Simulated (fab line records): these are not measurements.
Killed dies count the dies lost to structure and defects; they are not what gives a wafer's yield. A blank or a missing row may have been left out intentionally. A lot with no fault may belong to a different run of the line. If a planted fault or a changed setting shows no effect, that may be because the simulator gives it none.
Chamber matching + flow n5 finfet + ald sin-04 running N5_STI_FIN_REVEAL_ALD_14: 4 sister chambers
The step deposits Si3N4, target thk 3 nm. 4 wafers are shown with their chamber, then 8 later ones without.

WAFERS, EACH WITH ITS CHAMBER
| wafer  | chamber | heater power w (W) |
|--------|---------|--------------------|
| L078.5 | 0       | 628                |
| L088.3 | 2       | 1002               |
| L088.5 | 3       | 700                |
| L091.1 | 1       | 858                |

WAFERS WITH NO CHAMBER GIVEN
| wafer  | heater power w (W) |
|--------|--------------------|
| L091.3 | 647                |
| L091.6 | 862                |
| L093.3 | 1023               |
| L093.5 | 862                |
| L093.6 | 643                |
| L097.1 | 846                |
| L097.2 | 1001               |
| L097.6 | 877                |

THE CHAMBER EACH PASSED THROUGH
| wafer  | from the rows above | in truth |
|--------|---------------------|----------|
| L091.3 | 0                   | 0        |
| L091.6 | 1                   | 1        |
| L093.3 | 2                   | 2        |
| L093.5 | 1                   | 1        |
| L093.6 | 0                   | 0        |
| L097.1 | 1                   | 1        |
| L097.2 | 2                   | 2        |
| L097.6 | 1                   | 1        |
Placed correctly: 8 of 8. Can't be placed from these rows: 0. 0 placed wrongly.
How it was worked out, from the rows above alone: a wafer's distance from a chamber is the root of the sum, over the readings, of the square of ((its reading less the chamber's mean) divided by the reading's scatter). If the next closest chamber is less than 2 further off than the closest, the wafer can't be placed; otherwise it belongs to the closest. Each chamber's mean is taken over the wafers shown for it. The scatter: with one shown wafer a chamber, the root of the mean of the squares of how far each hidden wafer lies from its nearest shown one.
